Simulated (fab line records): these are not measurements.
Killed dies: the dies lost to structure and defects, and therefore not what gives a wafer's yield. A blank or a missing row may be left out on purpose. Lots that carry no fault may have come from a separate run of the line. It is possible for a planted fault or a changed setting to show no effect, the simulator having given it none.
Which tool is to blame? || flow n5-finfet || 11 lots with 33 wafers sampled at 5 steps, on a route of 1938 steps

== WHAT THE GAUGES SHOWED, per wafer ==
N5_GATE_CUT_OVL_MEAS_14. Usual: GATE_CUT_OVL -0.7 nm, standard deviation 0.67.
{"lot": "L470", "measured": "day 4 17:25", "on": "overlay-01", "GATE_CUT_OVL (nm)": "-0.8 0.4 0.0", "flag": ""}
{"lot": "L472", "measured": "day 5 01:06", "on": "overlay-02", "GATE_CUT_OVL (nm)": "-1.8 0.3 0.3", "flag": ""}
{"lot": "L473", "measured": "day 5 06:30", "on": "overlay-01", "GATE_CUT_OVL (nm)": "-0.4 -1.0 0.8", "flag": ""}
{"lot": "L475", "measured": "day 5 17:35", "on": "overlay-01", "GATE_CUT_OVL (nm)": "-1.7 -1.1 -2.1", "flag": ""}
{"lot": "L476", "measured": "day 5 23:01", "on": "overlay-02", "GATE_CUT_OVL (nm)": "-0.2 -1.0 -1.6", "flag": ""}
{"lot": "L478", "measured": "day 6 10:43", "on": "overlay-01", "GATE_CUT_OVL (nm)": "-0.3 -0.8 -0.4", "flag": ""}
{"lot": "L479", "measured": "day 6 17:07", "on": "overlay-02", "GATE_CUT_OVL (nm)": "-1.9 -1.7 -1.1", "flag": ""}
{"lot": "L482", "measured": "day 7 12:49", "on": "overlay-02", "GATE_CUT_OVL (nm)": "4.1 3.2 3.8", "flag": "OFF"}
{"lot": "L483", "measured": "day 7 16:45", "on": "overlay-02", "GATE_CUT_OVL (nm)": "3.9 4.8 5.1", "flag": "OFF"}
{"lot": "L484", "measured": "day 8 00:35", "on": "overlay-02", "GATE_CUT_OVL (nm)": "4.7 4.1 3.9", "flag": "OFF"}
{"lot": "L485", "measured": "day 8 07:50", "on": "overlay-01", "GATE_CUT_OVL (nm)": "3.9 4.5 4.6", "flag": "OFF"}

== TOOL THAT RAN EACH LOT (tool first, then ch and the chambers of the sampled wafers, then the start) ==
{"lot": "L470", "N5_GATE_CUT_ETCHBACK_00": "rie-metal-01 ch 0,1, day 4 13:32", "N5_GATE_CUT_ETCH_58": "rie-diel-06 ch 0,1,2, day 4 13:59", "N5_GATE_CUT_CMP_02": "cmp-03 ch 0,1,2, day 4 16:37", "N5_GATE_CUT_EXPOSE_10": "euv-scanner-02 ch 0, day 4 17:15"}
{"lot": "L472", "N5_GATE_CUT_ETCHBACK_00": "rie-metal-01 ch 0,1, day 4 20:38", "N5_GATE_CUT_ETCH_58": "rie-diel-05 ch 0,1,2, day 4 21:01", "N5_GATE_CUT_CMP_02": "cmp-02 ch 1,2,3, day 5 00:24", "N5_GATE_CUT_EXPOSE_10": "euv-scanner-02 ch 0, day 5 00:56"}
{"lot": "L473", "N5_GATE_CUT_ETCHBACK_00": "rie-metal-03 ch 0,1, day 5 01:41", "N5_GATE_CUT_ETCH_58": "rie-diel-04 ch 0,1, day 5 02:01", "N5_GATE_CUT_CMP_02": "cmp-03 ch 1,2,3, day 5 05:48", "N5_GATE_CUT_EXPOSE_10": "euv-scanner-02 ch 0, day 5 06:20"}
{"lot": "L475", "N5_GATE_CUT_ETCHBACK_00": "rie-metal-03 ch 0,1, day 5 13:40", "N5_GATE_CUT_ETCH_58": "rie-diel-05 ch 1,3, day 5 14:04", "N5_GATE_CUT_CMP_02": "cmp-02 ch 0,2,3, day 5 16:45", "N5_GATE_CUT_EXPOSE_10": "euv-scanner-01 ch 0, day 5 17:25"}
{"lot": "L476", "N5_GATE_CUT_ETCHBACK_00": "rie-metal-01 ch 1, day 5 19:26", "N5_GATE_CUT_ETCH_58": "rie-diel-04 ch 0,2, day 5 19:43", "N5_GATE_CUT_CMP_02": "cmp-03 ch 1,2,3, day 5 22:23", "N5_GATE_CUT_EXPOSE_10": "euv-scanner-01 ch 0, day 5 22:51"}
{"lot": "L478", "N5_GATE_CUT_ETCHBACK_00": "rie-metal-01 ch 0,1, day 6 07:10", "N5_GATE_CUT_ETCH_58": "rie-diel-06 ch 1,2,3, day 6 07:25", "N5_GATE_CUT_CMP_02": "cmp-03 ch 0,1, day 6 10:00", "N5_GATE_CUT_EXPOSE_10": "euv-scanner-02 ch 0, day 6 10:33"}
{"lot": "L479", "N5_GATE_CUT_ETCHBACK_00": "rie-metal-01 ch 0,1, day 6 13:34", "N5_GATE_CUT_ETCH_58": "rie-diel-06 ch 1,2,3, day 6 13:49", "N5_GATE_CUT_CMP_02": "cmp-04 ch 0,2,3, day 6 16:29", "N5_GATE_CUT_EXPOSE_10": "euv-scanner-02 ch 0, day 6 16:58"}
{"lot": "L482", "N5_GATE_CUT_ETCHBACK_00": "rie-metal-02 ch 0,1, day 7 08:26", "N5_GATE_CUT_ETCH_58": "rie-diel-04 ch 1,2, day 7 08:44", "N5_GATE_CUT_CMP_02": "cmp-03 ch 2,3, day 7 12:07", "N5_GATE_CUT_EXPOSE_10": "euv-scanner-01 ch 0, day 7 12:39"}
{"lot": "L483", "N5_GATE_CUT_ETCHBACK_00": "rie-metal-01 ch 1, day 7 12:55", "N5_GATE_CUT_ETCH_58": "rie-diel-06 ch 0,3, day 7 13:26", "N5_GATE_CUT_CMP_02": "cmp-03 ch 0,1, day 7 16:02", "N5_GATE_CUT_EXPOSE_10": "euv-scanner-01 ch 0, day 7 16:35"}
{"lot": "L484", "N5_GATE_CUT_ETCHBACK_00": "rie-metal-01 ch 1, day 7 20:44", "N5_GATE_CUT_ETCH_58": "rie-diel-04 ch 0,1, day 7 21:18", "N5_GATE_CUT_CMP_02": "cmp-04 ch 0,1,2, day 7 23:53", "N5_GATE_CUT_EXPOSE_10": "euv-scanner-01 ch 0, day 8 00:25"}
{"lot": "L485", "N5_GATE_CUT_ETCHBACK_00": "rie-metal-01 ch 0,1, day 8 04:05", "N5_GATE_CUT_ETCH_58": "rie-diel-05 ch 1,2, day 8 04:32", "N5_GATE_CUT_CMP_02": "cmp-03 ch 1,2, day 8 07:08", "N5_GATE_CUT_EXPOSE_10": "euv-scanner-01 ch 0, day 8 07:40"}
- N5_GATE_CUT_ETCHBACK_00: etches W in SF6/Cl2.
- N5_GATE_CUT_ETCH_58: etches SiNx in CH3F/O2, target depth 17 nm, time 128.6 s.
- N5_GATE_CUT_CMP_02: polishes, stops on SiO2, t overpolish 12.7 s, target thk 0 nm.
- N5_GATE_CUT_EXPOSE_10: exposes mask GATE CUT, target cd 20 nm.

== WHAT THE TOOLS THEMSELVES READ (means of the sampled wafers that have a number; where no wafer has one, the mark that the record gives instead) ==
N5_GATE_CUT_ETCHBACK_00. Usual: drypump-motor-current-A 5.7 A, standard deviation 0.44; oes-product-au 0.75 a.u., standard deviation 0.11; throttle-valve-pct 27.62 %, standard deviation 0.22.
{"lot": "L470", "tool": "rie-metal-01", "drypump-motor-current-A (A)": 6.0, "oes-product-au (a.u.)": 0.77, "throttle-valve-pct (%)": 27.80, "flag": ""}
{"lot": "L472", "tool": "rie-metal-01", "drypump-motor-current-A (A)": 5.7, "oes-product-au (a.u.)": 0.68, "throttle-valve-pct (%)": 27.86, "flag": ""}
{"lot": "L473", "tool": "rie-metal-03", "drypump-motor-current-A (A)": 5.6, "oes-product-au (a.u.)": 0.83, "throttle-valve-pct (%)": 27.39, "flag": ""}
{"lot": "L475", "tool": "rie-metal-03", "drypump-motor-current-A (A)": 5.6, "oes-product-au (a.u.)": 0.85, "throttle-valve-pct (%)": 27.50, "flag": ""}
{"lot": "L476", "tool": "rie-metal-01", "drypump-motor-current-A (A)": 6.2, "oes-product-au (a.u.)": 0.85, "throttle-valve-pct (%)": 27.75, "flag": ""}
{"lot": "L478", "tool": "rie-metal-01", "drypump-motor-current-A (A)": 5.7, "oes-product-au (a.u.)": 0.67, "throttle-valve-pct (%)": 27.86, "flag": ""}
{"lot": "L479", "tool": "rie-metal-01", "drypump-motor-current-A (A)": 6.0, "oes-product-au (a.u.)": 0.76, "throttle-valve-pct (%)": 27.81, "flag": ""}
{"lot": "L482", "tool": "rie-metal-02", "drypump-motor-current-A (A)": 5.3, "oes-product-au (a.u.)": 0.65, "throttle-valve-pct (%)": 27.46, "flag": ""}
{"lot": "L483", "tool": "rie-metal-01", "drypump-motor-current-A (A)": 6.2, "oes-product-au (a.u.)": 0.83, "throttle-valve-pct (%)": 27.75, "flag": ""}
{"lot": "L484", "tool": "rie-metal-01", "drypump-motor-current-A (A)": 6.2, "oes-product-au (a.u.)": 0.84, "throttle-valve-pct (%)": 27.76, "flag": ""}
{"lot": "L485", "tool": "rie-metal-01", "drypump-motor-current-A (A)": 5.7, "oes-product-au (a.u.)": 0.93, "throttle-valve-pct (%)": 27.68, "flag": ""}

N5_GATE_CUT_ETCH_58. Usual: CH3F_flow_sccm 29.99 sccm, standard deviation 0.08; drypump-motor-current-A 5.7 A, standard deviation 0.38; oes-product-au 0.76 a.u., standard deviation 0.072; rf-vpp-V 99.2 V, standard deviation 0.82; showerhead-plenum-p-Torr 2.01 Torr, standard deviation 0.066; throttle-valve-pct 16.39 %, standard deviation 0.2.
{"lot": "L470", "tool": "rie-diel-06", "CH3F_flow_sccm (sccm)": 30.08, "drypump-motor-current-A (A)": 5.8, "oes-product-au (a.u.)": 0.74, "rf-vpp-V (V)": 99.0, "showerhead-plenum-p-Torr (Torr)": 2.02, "throttle-valve-pct (%)": 16.35, "flag": ""}
{"lot": "L472", "tool": "rie-diel-05", "CH3F_flow_sccm (sccm)": 30.07, "drypump-motor-current-A (A)": 5.5, "oes-product-au (a.u.)": 0.79, "rf-vpp-V (V)": 98.8, "showerhead-plenum-p-Torr (Torr)": 2.01, "throttle-valve-pct (%)": 16.42, "flag": ""}
{"lot": "L473", "tool": "rie-diel-04", "CH3F_flow_sccm (sccm)": 30.02, "drypump-motor-current-A (A)": 5.8, "oes-product-au (a.u.)": 0.76, "rf-vpp-V (V)": 99.4, "showerhead-plenum-p-Torr (Torr)": 2.03, "throttle-valve-pct (%)": 16.39, "flag": ""}
{"lot": "L475", "tool": "rie-diel-05", "CH3F_flow_sccm (sccm)": 30.01, "drypump-motor-current-A (A)": 5.6, "oes-product-au (a.u.)": 0.78, "rf-vpp-V (V)": 98.5, "showerhead-plenum-p-Torr (Torr)": 1.92, "throttle-valve-pct (%)": 16.27, "flag": ""}
{"lot": "L476", "tool": "rie-diel-04", "CH3F_flow_sccm (sccm)": 29.95, "drypump-motor-current-A (A)": 5.9, "oes-product-au (a.u.)": 0.80, "rf-vpp-V (V)": 99.0, "showerhead-plenum-p-Torr (Torr)": 1.96, "throttle-valve-pct (%)": 16.46, "flag": ""}
{"lot": "L478", "tool": "rie-diel-06", "CH3F_flow_sccm (sccm)": 30.01, "drypump-motor-current-A (A)": 5.6, "oes-product-au (a.u.)": 0.74, "rf-vpp-V (V)": 99.8, "showerhead-plenum-p-Torr (Torr)": 2.03, "throttle-valve-pct (%)": 16.36, "flag": ""}
{"lot": "L479", "tool": "rie-diel-06", "CH3F_flow_sccm (sccm)": 30.03, "drypump-motor-current-A (A)": 5.6, "oes-product-au (a.u.)": 0.74, "rf-vpp-V (V)": 99.9, "showerhead-plenum-p-Torr (Torr)": 2.03, "throttle-valve-pct (%)": 16.35, "flag": ""}
{"lot": "L482", "tool": "rie-diel-04", "CH3F_flow_sccm (sccm)": 30.00, "drypump-motor-current-A (A)": 6.1, "oes-product-au (a.u.)": 0.67, "rf-vpp-V (V)": 99.2, "showerhead-plenum-p-Torr (Torr)": 2.03, "throttle-valve-pct (%)": 16.63, "flag": ""}
{"lot": "L483", "tool": "rie-diel-06", "CH3F_flow_sccm (sccm)": 30.06, "drypump-motor-current-A (A)": 5.5, "oes-product-au (a.u.)": 0.73, "rf-vpp-V (V)": 99.9, "showerhead-plenum-p-Torr (Torr)": 2.07, "throttle-valve-pct (%)": 16.24, "flag": ""}
{"lot": "L484", "tool": "rie-diel-04", "CH3F_flow_sccm (sccm)": 29.89, "drypump-motor-current-A (A)": 5.7, "oes-product-au (a.u.)": 0.79, "rf-vpp-V (V)": 99.0, "showerhead-plenum-p-Torr (Torr)": 1.99, "throttle-valve-pct (%)": 16.39, "flag": ""}
{"lot": "L485", "tool": "rie-diel-05", "CH3F_flow_sccm (sccm)": 29.97, "drypump-motor-current-A (A)": 5.2, "oes-product-au (a.u.)": 0.82, "rf-vpp-V (V)": 99.8, "showerhead-plenum-p-Torr (Torr)": 1.99, "throttle-valve-pct (%)": 16.28, "flag": ""}

N5_GATE_CUT_CMP_02. Usual: edge-zone-pressure-frac 1.000, standard deviation 0.0051; motor-current-A 9.0 A, standard deviation 0.83; overpolish-run-s 12.699 s, standard deviation 0.0087; time-to-endpoint-s 24.4 s, standard deviation 2.3.
{"lot": "L470", "tool": "cmp-03", "edge-zone-pressure-frac": 1.005, "motor-current-A (A)": 9.0, "overpolish-run-s (s)": 12.694, "time-to-endpoint-s (s)": 26.7, "flag": ""}
{"lot": "L472", "tool": "cmp-02", "edge-zone-pressure-frac": 1.002, "motor-current-A (A)": 9.6, "overpolish-run-s (s)": 12.703, "time-to-endpoint-s (s)": 26.0, "flag": ""}
{"lot": "L473", "tool": "cmp-03", "edge-zone-pressure-frac": 0.998, "motor-current-A (A)": 8.0, "overpolish-run-s (s)": 12.698, "time-to-endpoint-s (s)": 27.4, "flag": ""}
{"lot": "L475", "tool": "cmp-02", "edge-zone-pressure-frac": 1.005, "motor-current-A (A)": 9.7, "overpolish-run-s (s)": 12.702, "time-to-endpoint-s (s)": 25.7, "flag": ""}
{"lot": "L476", "tool": "cmp-03", "edge-zone-pressure-frac": 0.996, "motor-current-A (A)": 8.4, "overpolish-run-s (s)": 12.700, "time-to-endpoint-s (s)": 22.1, "flag": ""}
{"lot": "L478", "tool": "cmp-03", "edge-zone-pressure-frac": 1.007, "motor-current-A (A)": 9.1, "overpolish-run-s (s)": 12.689, "time-to-endpoint-s (s)": 25.3, "flag": ""}
{"lot": "L479", "tool": "cmp-04", "edge-zone-pressure-frac": 0.998, "motor-current-A (A)": 9.0, "overpolish-run-s (s)": 12.698, "time-to-endpoint-s (s)": 25.4, "flag": ""}
{"lot": "L482", "tool": "cmp-03", "edge-zone-pressure-frac": 0.999, "motor-current-A (A)": 8.2, "overpolish-run-s (s)": 12.693, "time-to-endpoint-s (s)": 22.3, "flag": ""}
{"lot": "L483", "tool": "cmp-03", "edge-zone-pressure-frac": 1.002, "motor-current-A (A)": 10.0, "overpolish-run-s (s)": 12.700, "time-to-endpoint-s (s)": 21.7, "flag": ""}
{"lot": "L484", "tool": "cmp-04", "edge-zone-pressure-frac": 0.997, "motor-current-A (A)": 9.0, "overpolish-run-s (s)": 12.696, "time-to-endpoint-s (s)": 23.4, "flag": ""}
{"lot": "L485", "tool": "cmp-03", "edge-zone-pressure-frac": 1.000, "motor-current-A (A)": 8.3, "overpolish-run-s (s)": 12.712, "time-to-endpoint-s (s)": 22.4, "flag": ""}

== THE ANSWER, worked out from the rows above alone ==
Rule: lot off if the mean of its wafers having a number is beyond 3 standard deviations from the usual mean. Also off: a lot with no number at a reading for which 4 or more lots have one. Any other lot the step has rows for is counted as sound. The gauges are gone through in route order, then the tools' own readings, and for those a lot's mean is taken as printed above. At the first step where some lot is off, the reading lying furthest off is the one used; lots without a number count as furthest.
Off: L482, L483, L484, L485, at N5_GATE_CUT_OVL_MEAS_14 (GATE_CUT_OVL).
If a tool, at a process step before that reading, ran all the lots that are off and no sound lot after the first of them, it fits. Those tools and the gauges at N5_GATE_CUT_OVL_MEAS_14 are tried in the same way. One fits: euv-scanner-01 at N5_GATE_CUT_EXPOSE_10. A fault onset in the window from L476 (day 5 22:51, its last sound lot) to L482 (day 7 12:39, its first lot off) fits.

== WHAT WAS PUT IN BY THE SIMULATOR ==
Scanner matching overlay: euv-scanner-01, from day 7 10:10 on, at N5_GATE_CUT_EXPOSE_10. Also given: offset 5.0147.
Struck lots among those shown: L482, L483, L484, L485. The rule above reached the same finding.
